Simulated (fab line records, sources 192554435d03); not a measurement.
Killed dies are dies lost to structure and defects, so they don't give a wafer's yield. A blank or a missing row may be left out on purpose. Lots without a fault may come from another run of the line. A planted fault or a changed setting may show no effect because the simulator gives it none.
Chamber matching | flow n5_finfet | N5_MOL_CONTACT_COAG_ETCH_48 on rie_diel-02: 4 sister chambers
The step etches SiOC in C4F6/O2, target depth 15 nm, overetch 4.5 nm, time 17 s. 14 wafers are shown with their chamber, then 6 later ones without.

WAFERS WITH THEIR CHAMBER
wafer  | chamber | rf_vpp_V (V) | throttle_valve_pct (%) | drypump_motor_current_A (A)
L374.1 | 2       | 1657         | 39.8                   | 5.3
L374.3 | 3       | 1569         | 40.2                   | 5.8
L374.5 | 0       | 1595         | 40.5                   | 5.7
L375.1 | 1       | 1647         | 40.4                   | 6.0
L375.2 | 2       | 1659         | 39.8                   | 5.3
L375.3 | 0       | 1595         | 40.6                   | 5.7
L381.2 | 3       | 1569         | 40.2                   | 5.8
L381.5 | 2       | 1658         | 39.8                   | 5.3
L381.6 | 1       | 1646         | 40.4                   | 6.0
L383.1 | 0       | 1595         | 40.5                   | 5.7
L383.3 | 3       | 1568         | 40.2                   | 5.8
L383.4 | 1       | 1647         | 40.4                   | 6.0
L384.2 | 3       | 1568         | 40.2                   | 5.8
L384.4 | 2       | 1657         | 39.8                   | 5.4

SIGNATURES (means of the wafers above)
reading                 | chamber 0 | chamber 1 | chamber 2 | chamber 3 | scatter within a chamber
rf_vpp_V                | 1595.00   | 1646.67   | 1657.75   | 1568.50   | 0.665
throttle_valve_pct      | 40.533    | 40.400    | 39.800    | 40.200    | 0.0258
drypump_motor_current_A | 5.700     | 6.000     | 5.325     | 5.800     | 0.0274
Rule: a wafer's distance from a chamber is the root of the sum, over the readings, of the square of ((its reading less the chamber's mean) divided by the reading's scatter). The wafer belongs to the nearest chamber; if the next one is less than 2 further off, it can't be placed. The scatter: the root of (the sum of the squares of (reading less its chamber's mean) over the shown wafers, divided by (wafers less chambers)).

WAFERS WITHOUT THEIR CHAMBER
wafer  | rf_vpp_V (V) | throttle_valve_pct (%) | drypump_motor_current_A (A)
L387.1 | 1656         | 39.8                   | 5.3
L387.4 | 1646         | 40.4                   | 6.0
L387.6 | 1656         | 39.8                   | 5.3
L392.1 | 1655         | 39.8                   | 5.3
L392.4 | 1568         | 40.2                   | 5.8
L392.5 | 1646         | 40.4                   | 6.0

WHICH CHAMBER EACH WENT THROUGH
wafer  | from the rows above | in truth
L387.1 | 2                   | 2
L387.4 | 1                   | 1
L387.6 | 2                   | 2
L392.1 | 2                   | 2
L392.4 | 3                   | 3
L392.5 | 1                   | 1
Placed correctly: 6 of 6. Can't be placed from these rows: 0. Placed wrongly: 0.
